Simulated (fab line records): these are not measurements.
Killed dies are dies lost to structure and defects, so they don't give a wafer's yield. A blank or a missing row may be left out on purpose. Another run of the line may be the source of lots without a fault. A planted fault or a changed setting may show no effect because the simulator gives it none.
fab line records	flow nand-harc
record lots=12	wafers=36	last-day=33
route steps=1302 shown P_BONDPAD@379 A_ZERO_WELL@404 A_ONON_D1@438 A_CHANNEL_HOLE_D1@451 END@1302
lots that met no fault: taken from a fault-free run of the same line
start-h: the number of hours between the record's first day and the start of the first shown wafer of the lot	wait-h: how many hours have passed since the lot's step before this one	" the same as in the row above	L1.1+2: a row that stands for several wafers	- no value present, or no start provided	* or withheld: withheld	< > ~ a bound
route shown NAME@n: names a module that has steps shown in the file, with the first one's number in the route	usual: mean/standard deviation of fault-free wafers	same: alike in all rows	chamber/n: place in a boat	sites: readings site by site	_std_site: how widely they spread, as a standard deviation	_edge_site: outer sites' mean less inner sites'	radius-mm: for every site, how far away it sits from the centre of the wafer	mask NAME#n: copy n	behind: the most recent tool/chamber to have shaped the wafer	hold: why the lot went on hold/how many hours it stayed there/how the hold came to an end	device: which transistor (n, p or np) failed to switch	end of line: the same wafers' tests at the end of the route	a step without rows: its recipe alone	killed: count of dies lost to structure and defects at first sort (not the wafer's yield)	map: dies across one wafer; x = killed, . = not, _ = none there
set.NAME: the setting the step ran with; set.NAME@STEP: the setting that earlier step ran with	model.NAME: the simulator's own value behind a step, which no gauge read
steps of the route over a sample of lots; a table a step, a row a wafer
services: a tool's chamber out of use, with start hour (start-h, from the record's first day; less than 0 if before it), hours out, and reason
## steps
# step NHARC_P_BONDPAD_ANNEAL_28
# recipe temp-c=225	time-s=90
# usual anneal-temp-c-max=225.8/0.35	wafer_temp_C_max=226.5/0.36
lot.wafer	tool	chamber	start-h	wait-h	anneal-temp-c-max	wafer_temp_C_max
L447.1	rtp-anneal-01	0	139.42	-	225.7	226.5
L447.5	"	0	"	"	225.8	226.8
L447.6	"	0	"	"	225.8	226.4
L449.2	rtp-anneal-02	0	157.56	-	226.3	226.0
L449.4	"	0	"	"	226.1	226.0
L449.5	"	0	"	"	226.0	226.6
L452.2	rtp-anneal-02	0	192.56	0.3	225.8	226.4
L452.4	"	0	"	"	226.0	226.8
L452.6	"	0	"	"	226.1	226.1
L453.3	rtp-anneal-01	0	194.46	-	225.6	226.6
L453.4	"	0	"	"	225.6	226.4
L453.5	"	0	"	"	225.6	226.4
L455.1	rtp-anneal-02	0	226.16	-	225.9	226.1
L455.2	"	0	"	"	226.0	226.4
L455.6	"	0	"	"	225.8	226.4
L456.3	rtp-anneal-01	0	231.16	-	225.7	226.4
L456.4	"	0	"	"	225.9	226.7
L456.5	"	0	"	"	225.6	226.7
L460.1	rtp-anneal-01	0	281.00	-	225.3	226.8
L460.2	"	0	"	"	225.6	226.7
L460.5	"	0	"	"	225.5	226.5
L464.1	rtp-anneal-02	0	306.21	0.3	226.6	226.3
L464.2	"	0	"	"	226.7	226.1
L464.5	"	0	"	"	226.2	226.0
L465.1	rtp-anneal-02	0	319.74	0.3	226.4	226.7
L465.3	"	0	"	"	226.1	226.7
L465.6	"	0	"	"	226.2	226.7
L467.1	rtp-anneal-01	0	339.24	0.3	225.7	227.6
L467.4	"	0	"	"	225.7	227.4
L467.5	"	0	"	"	225.6	227.1
L468.1	rtp-anneal-02	0	345.56	-	226.2	225.9
L468.3	"	0	"	"	226.4	226.6
L468.6	"	0	"	"	226.4	226.2
L469.2	rtp-anneal-01	0	361.64	-	225.7	226.5
L469.4	"	0	"	"	225.5	226.0
L469.6	"	0	"	"	225.6	226.7
# step NHARC_A_ZERO_WELL_ETCH_19
# recipe target-depth-a=800	overetch-a=240	time-s=87.88	ion-energy-ev=200	n2-flow-sccm=150	h2-flow-sccm=150	ar-flow-sccm=0	rf-w=400	bias-w=150	chemistry=N2/H2
# usual chamber-pressure-mTorr=29.999/0.028	drypump-motor-current-A=5.5/0.33	h2-flow-sccm=150.1/0.51	oes-product-au=1.006/0.017	rf-fwd-power-W=397.4/1.3	rf-vpp-V=430/3.3	showerhead-plenum-p-Torr=2.02/0.11	throttle-valve-pct=14.171/0.009
lot.wafer	tool	chamber	start-h	wait-h	chamber-pressure-mTorr	drypump-motor-current-A	h2-flow-sccm	oes-product-au	rf-fwd-power-W	rf-hours-counter-h	rf-vpp-V	showerhead-plenum-p-Torr	throttle-valve-pct
L447.1	rie-diel-06	2	141.87	0.1	29.999	5.6	151.3	1.010	399.9	0	426	1.90	14.170
L447.5	"	3	"	"	30.005	5.6	149.8	1.035	398.7	-	435	2.17	14.166
L447.6	"	0	"	"	30.016	5.6	150.5	1.034	397.6	-	426	1.90	14.161
L449.4	rie-diel-06	2	159.97	0.1	30.039	5.6	150.2	1.008	398.5	1	428	1.90	14.179
L449.2	"	3	"	"	29.987	5.5	149.6	1.030	397.2	1	433	2.17	14.166
L449.5	"	3	"	"	30.014	5.5	150.0	1.025	396.6	-	433	2.17	14.167
L452.2	rie-diel-06	0	194.97	0.1	30.026	5.6	149.9	1.031	398.2	2	428	1.90	14.153
L452.4	"	1	"	"	30.007	5.1	150.1	0.999	397.6	2	430	2.04	14.176
L452.6	"	2	"	"	30.031	5.7	150.2	0.996	400.5	-	425	1.90	14.175
L453.3	rie-diel-06	3	196.78	0.1	30.043	5.5	150.8	1.037	396.7	2	434	2.17	14.166
L453.4	"	1	"	"	29.983	5.1	150.3	1.004	396.9	2	430	2.04	14.168
L453.5	"	3	"	"	30.002	5.6	149.6	1.026	396.3	-	435	2.17	14.166
L455.2	rie-diel-12	2	228.75	0.1	29.963	5.1	149.8	1.004	397.0	24	426	1.92	14.165
L455.1	"	0	"	"	30.020	5.3	150.0	0.993	397.7	23	433	2.14	14.175
L455.6	"	3	"	"	30.062	6.3	152.3	1.008	399.2	-	435	2.15	14.166
L456.3	rie-diel-06	3	233.64	0.1	29.998	5.5	150.0	1.020	395.9	3	436	2.17	14.173
L456.4	"	0	"	"	29.985	5.6	149.4	1.025	397.9	3	426	1.90	14.178
L456.5	"	2	"	"	30.025	5.6	150.4	0.992	400.3	-	427	1.90	14.181
L460.2	rie-diel-06	0	283.47	0.1	29.968	5.6	150.1	1.037	398.0	4	426	1.90	14.190
L460.1	"	2	"	"	29.992	5.6	150.7	1.020	397.6	4	427	1.90	14.166
L460.5	"	0	"	"	29.933	5.6	150.2	1.029	397.2	-	428	1.90	14.165
L464.2	rie-diel-12	0	308.67	0.1	29.995	5.3	150.5	0.998	396.5	6	435	2.14	14.176
L464.1	"	1	"	"	29.989	5.9	149.8	0.999	397.1	6	433	2.16	14.165
L464.5	"	0	"	"	29.996	5.3	150.4	0.996	397.1	-	434	2.14	14.162
L465.3	rie-diel-12	1	322.05	0.1	29.966	5.9	149.4	1.003	398.4	8	434	2.16	14.161
L465.1	"	2	"	"	30.009	5.1	150.4	1.005	398.1	8	428	1.91	14.173
L465.6	"	1	"	"	29.993	5.9	150.1	0.998	396.7	-	434	2.16	14.175
L467.4	rie-diel-06	3	341.69	0.1	30.001	5.5	148.8	1.011	394.1	1	433	2.17	14.184
L467.1	"	0	"	"	29.965	5.6	149.0	1.022	398.1	1	426	1.90	14.172
L467.5	"	1	"	"	30.069	5.1	150.4	0.953	396.2	-	431	2.03	14.172
L468.3	rie-diel-01	3	347.90	0.1	29.997	4.9	150.2	0.980	398.7	50	427	1.94	14.182
L468.1	"	0	"	"	29.990	5.1	150.4	0.979	398.6	48	434	2.18	14.171
L468.6	"	1	"	"	29.986	6.0	150.5	0.987	397.7	-	429	2.02	14.171
L469.4	rie-diel-12	2	364.05	0.1	30.004	5.1	150.6	1.000	396.2	15	428	1.91	14.177
L469.2	"	3	"	"	29.983	6.3	149.9	1.008	399.4	16	433	2.14	14.172
L469.6	"	1	"	"	30.025	5.9	149.8	0.999	398.5	-	434	2.16	14.166
# step NHARC_A_ONON_D1_DEP_19
# recipe target-thk-a=10000	n2-flow-sccm=2750	n2o-flow-sccm=2000	nh3-flow-sccm=500	sih4-flow-sccm=210	temp-c=400
lot.wafer	tool	chamber	start-h	wait-h
L447.1+5+6	pecvd-onon-03	0	172.81	0.1
L449.2+4+5	pecvd-onon-03	0	196.19	0.1
L452.2+4+6	pecvd-onon-01	0	226.53	0.1
L453.3+4+5	pecvd-onon-02	0	226.59	0.2
L455.1+2+6	pecvd-onon-01	0	262.70	0.1
L456.3+4+5	pecvd-onon-02	0	270.84	0.2
L460.1+2+5	pecvd-onon-03	0	316.18	0.1
L464.1+2+5	pecvd-onon-02	0	340.61	0.1
L465.1+3+6	pecvd-onon-02	0	360.06	0.1
L467.1+4+5	pecvd-onon-03	0	376.21	0.1
L468.1+3+6	pecvd-onon-01	0	380.61	0.1
L469.2+4+6	pecvd-onon-03	0	398.61	0.1
# step NHARC_A_ONON_D1_THK_MEAS_21
# recipe thk-meas-gauge=ellipsometry
# usual thk-nm=1001/11
lot.wafer	tool	chamber	start-h	wait-h	thk-nm
L447.1	film-metro-01	-	173.31	-	983
L447.5	"	-	"	"	983
L447.6	"	-	"	"	982
L449.2	film-metro-02	-	196.64	-	1013
L449.4	"	-	"	"	1010
L449.5	"	-	"	"	1011
L452.2	film-metro-02	-	226.98	-	997
L452.4	"	-	"	"	997
L452.6	"	-	"	"	996
L453.3	film-metro-01	-	226.98	-	977
L453.4	"	-	"	"	977
L453.5	"	-	"	"	978
L455.1	film-metro-01	-	263.21	-	984
L455.2	"	-	"	"	985
L455.6	"	-	"	"	987
L456.3	film-metro-02	-	271.23	-	997
L456.4	"	-	"	"	997
L456.5	"	-	"	"	996
L460.1	film-metro-02	-	316.68	-	999
L460.2	"	-	"	"	1001
L460.5	"	-	"	"	999
L464.1	film-metro-02	-	341.12	-	1148
L464.2	"	-	"	"	1152
L464.5	"	-	"	"	1152
L465.1	film-metro-01	-	360.57	-	1151
L465.3	"	-	"	"	1154
L465.6	"	-	"	"	1153
L467.1	film-metro-01	-	376.71	-	1003
L467.4	"	-	"	"	1004
L467.5	"	-	"	"	1003
L468.1	film-metro-01	-	381.12	-	1003
L468.3	"	-	"	"	1003
L468.6	"	-	"	"	1003
L469.2	film-metro-02	-	399.07	-	998
L469.4	"	-	"	"	997
L469.6	"	-	"	"	998
# step NHARC_A_CHANNEL_HOLE_D1_DEP_01
# recipe target-thk-a=1400	target-thk-nm=140	temp-c=400	pressure-torr=3.5	flow-sccm=200	rf-w=350	material=SiON
# usual heater-power-outer-w=476/81	heater-power-w=768/130	rf-fwd-power-W=348.4/1.2
lot.wafer	tool	chamber	start-h	wait-h	heater-power-outer-w	heater-power-w	rf-fwd-power-W
L447.1	pecvd-01	0	180.03	1.6	385	621	348.6
L447.5	"	2	"	"	524	834	348.7
L447.6	"	0	"	"	387	603	349.2
L449.2	pecvd-01	0	204.35	1.3	358	580	347.5
L449.4	"	2	"	"	473	774	347.5
L449.5	"	0	"	"	370	559	346.9
L453.3	pecvd-03	2	231.68	1.0	546	877	350.2
L453.5	"	2	"	"	555	872	348.7
L453.4	"	1	"	"	466	737	350.4
L452.2	pecvd-04	1	231.92	1.3	425	657	346.8
L452.6	"	2	"	"	411	737	346.8
L452.4	"	1	"	"	418	655	348.6
L455.2	pecvd-04	2	267.45	1.3	447	775	350.5
L455.1	"	1	"	"	333	532	348.6
L455.6	"	0	"	"	598	921	349.2
L456.3	pecvd-01	2	277.19	1.0	439	704	348.4
L456.5	"	2	"	"	435	715	348.9
L456.4	"	0	"	"	325	542	346.3
L460.1	pecvd-03	0	321.02	1.7	399	678	347.6
L460.2	"	1	"	"	464	724	346.4
L460.5	"	1	"	"	491	755	346.0
L464.1	pecvd-03	1	345.33	1.6	520	825	348.5
L464.2	"	2	"	"	532	855	348.9
L464.5	"	0	"	"	399	676	347.3
L465.1	pecvd-04	2	365.72	1.6	449	744	349.1
L465.3	"	0	"	"	572	907	347.3
L465.6	"	0	"	"	578	897	347.6
L467.1	pecvd-04	1	381.03	1.7	375	597	348.9
L467.5	"	0	"	"	478	774	348.7
L467.4	"	1	"	"	383	593	350.2
L468.3	pecvd-04	1	387.36	1.0	385	609	348.2
L468.1	"	2	"	"	365	656	347.2
L468.6	"	0	"	"	554	834	348.7
L469.2	pecvd-03	2	403.41	1.3	474	795	347.6
L469.4	"	2	"	"	463	778	349.0
L469.6	"	1	"	"	471	701	349.8
# step NHARC_END_SORT_01
# recipe temp-c=25
# usual killed-at-array=57/21	killed-at-other=0.9/1.2	killed-at-periphery=4.2/2.9	killed-dies=62/21	killed-open=3.2/1.8	killed-short=2.4/1.5
# same gross-dies=677
lot.wafer	tool	chamber	start-h	wait-h	killed-at-array	killed-at-other	killed-at-periphery	killed-dies	killed-open	killed-short
L449.2	prober-01	0	580.85	2.8	48	0	4	52	2	4
L449.4	prober-01	0	582.43	3.4	43	0	0	43	5	1
L453.3	prober-02	0	612.15	3.1	107	2	2	111	6	1
L453.4	prober-02	0	612.95	3.4	105	0	0	105	7	1
L453.5	prober-02	0	613.75	3.7	99	0	1	100	5	2
L455.1	prober-02	0	647.36	2.5	32	2	8	42	5	2
L455.2	prober-02	0	648.15	2.8	40	1	6	47	1	3
L455.6	prober-02	0	651.29	3.9	41	0	5	46	3	1
L456.3	prober-02	0	660.00	3.1	95	2	1	98	2	3
L456.4	prober-02	0	660.80	3.4	97	2	2	101	2	3
L456.5	prober-02	0	661.60	3.7	82	0	1	83	3	3
# killed by level:class
L449.2 A_SLIT:chamber-film-flake=23 A_CHANNEL_HOLE_D2:chamber-film-flake=6 A_CONTACT:chamber-film-flake=5 A_CHANNEL_FILL_D1:chamber-film-flake=4 P_BONDPAD:chamber-film-flake=2 A_CHANNEL_HOLE_D1:chamber-film-flake=2 A_M0:chamber-film-flake=2 P_CONTACT:geometric-particle:short=1
L449.4 A_SLIT:chamber-film-flake=22 A_CHANNEL_HOLE_D2:chamber-film-flake=6 A_M0:chamber-film-flake=3 A_CONTACT:geometric-particle:open=2 A_DECK1_JOINT:chamber-film-flake=2 A_CONTACT:chamber-film-flake=2 A_CHANNEL_FILL_D1:geometric-particle:open=1 A_CHANNEL_HOLE_D2:geometric-particle:short=1
L453.3 A_CHANNEL_HOLE_D2:chamber-film-flake=35 A_CHANNEL_HOLE_D1:chamber-film-flake=32 A_SLIT:chamber-film-flake=29 A_CHANNEL_FILL_D1:geometric-particle:open=2 A_DECK1_JOINT:chamber-film-flake=2 A_CONTACT:chamber-film-flake=2 THIN_TSV:chamber-film-flake=2 P_GATE:geometric-particle:open=1
L453.4 A_CHANNEL_HOLE_D1:chamber-film-flake=36 A_CHANNEL_HOLE_D2:chamber-film-flake=33 A_SLIT:chamber-film-flake=18 A_CONTACT:chamber-film-flake=6 A_DECK1_JOINT:geometric-particle:open=2 A_DECK1_JOINT:chamber-film-flake=2 A_CHANNEL_FILL_D1:geometric-particle:open=1 A_DECK1_JOINT:geometric-particle:short=1
L453.5 A_CHANNEL_HOLE_D2:chamber-film-flake=30 A_CHANNEL_HOLE_D1:chamber-film-flake=29 A_SLIT:chamber-film-flake=29 A_STAIRCASE:chamber-film-flake=2 A_ONON_D1:geometric-particle:short=1 A_ONON_D1:geometric-particle:open=1 A_CHANNEL_FILL_D1:geometric-particle:open=1 A_ONON_D2:geometric-particle:open=1
L455.1 A_CHANNEL_HOLE_D2:chamber-film-flake=7 A_CONTACT:chamber-film-flake=6 A_CHANNEL_HOLE_D1:chamber-film-flake=4 A_STAIRCASE:chamber-film-flake=4 A_SLIT:chamber-film-flake=4 P_CONTACT:chamber-film-flake=3 P_STI:chamber-film-flake=2 THIN_TSV:chamber-film-flake=2
L455.2 A_CHANNEL_HOLE_D2:chamber-film-flake=14 A_CONTACT:chamber-film-flake=5 A_STAIRCASE:chamber-film-flake=4 A_SLIT:chamber-film-flake=4 P_CONTACT:chamber-film-flake=3 A_DECK1_JOINT:chamber-film-flake=3 A_BLC:chamber-film-flake=3 A_ONON_D1:geometric-particle:short=2
L455.6 A_CHANNEL_HOLE_D2:chamber-film-flake=11 A_SLIT:chamber-film-flake=7 A_CONTACT:chamber-film-flake=6 A_STAIRCASE:chamber-film-flake=4 A_CHANNEL_FILL_D1:chamber-film-flake=3 A_WL_FILL:geometric-particle:open=2 P_ZERO_WELL:chamber-film-flake=2 A_CHANNEL_HOLE_D1:chamber-film-flake=2
L456.3 A_CHANNEL_HOLE_D1:chamber-film-flake=35 A_SLIT:chamber-film-flake=32 A_CHANNEL_HOLE_D2:chamber-film-flake=11 A_STAIRCASE:chamber-film-flake=4 A_M1:chamber-film-flake=4 A_DECK1_JOINT:chamber-film-flake=2 A_CONTACT:chamber-film-flake=2 A_CHANNEL_FILL_D1:geometric-particle:open=1
L456.4 A_CHANNEL_HOLE_D1:chamber-film-flake=36 A_SLIT:chamber-film-flake=25 A_CHANNEL_HOLE_D2:chamber-film-flake=14 A_STAIRCASE:chamber-film-flake=9 A_CHANNEL_FILL_D2:chamber-film-flake=3 THIN_TSV:chamber-film-flake=2 A_BLC:chamber-film-flake=2 P_CONTACT:geometric-particle:short=1
L456.5 A_CHANNEL_HOLE_D1:chamber-film-flake=33 A_SLIT:chamber-film-flake=20 A_CHANNEL_HOLE_D2:chamber-film-flake=9 A_STAIRCASE:chamber-film-flake=4 A_M1:chamber-film-flake=3 A_CHANNEL_FILL_D2:chamber-film-flake=3 A_SGD_CUT:geometric-particle:short=2 A_ZERO_WELL:chamber-film-flake=2
## services
tool	chamber	start-h	hours	kind
pecvd-01	1	117.61	10.9	repair
rie-diel-06	2	122.09	4.4	repair
pecvd-01	-	130.00	13.0	pm
rie-diel-06	-	130.20	9.0	pm
rie-diel-06	1	144.44	2.4	repair
pecvd-03	1	178.62	7.4	repair
pecvd-03	-	185.09	13.0	pm
pecvd-onon-02	-	185.55	13.0	pm
pecvd-onon-03	-	227.39	13.0	pm
pecvd-01	-	256.46	1.0	repair
rie-diel-12	-	268.41	9.0	pm
pecvd-04	-	269.12	13.0	pm
rie-diel-06	-	277.15	0.7	repair
rie-diel-06	3	282.90	1.3	repair
pecvd-04	-	297.92	3.2	repair
rie-diel-06	-	307.21	9.0	pm
pecvd-03	-	341.62	1.5	repair
rie-diel-06	3	343.97	6.9	repair
pecvd-04	1	348.25	4.9	repair
pecvd-03	-	366.09	13.0	pm
pecvd-onon-02	-	366.57	13.0	pm
rie-diel-06	0	368.00	7.5	repair
rtp-anneal-01	-	372.17	12.0	pm
pecvd-03	0	380.62	22.0	repair
## key
first-sign step=NHARC_A_ONON_D1_THK_MEAS_21	reading=thk-nm	direction=up	sigmas=13	usual=1001	struck=1152
effect none on later readings
met-at NHARC_A_ONON_D1_DEP_19
struck-lots L464,L465
tester-left-out L464,L465
not-acting-at NHARC_P_BONDPAD_ANNEAL_28,NHARC_A_ZERO_WELL_ETCH_19,NHARC_A_CHANNEL_HOLE_D1_DEP_01
onset-between 270.84 340.61
fault kind=process-parameter-drift	tool=pecvd-onon-02	chamber=-	onset-h=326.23	steps=NHARC_A_ONON_D1_DEP_19	channel=target-thk-a	offset=*	shape=step	end-h=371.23	acts-in=*	stated=*
# tester-left-out: of these lots the tester's yield and bins aren't shown, on N5 and GAA mostly nor the transistor test; their killed dies are dies lost to structure and defects alone, not to doping, threshold or leakage, so they don't give the yield
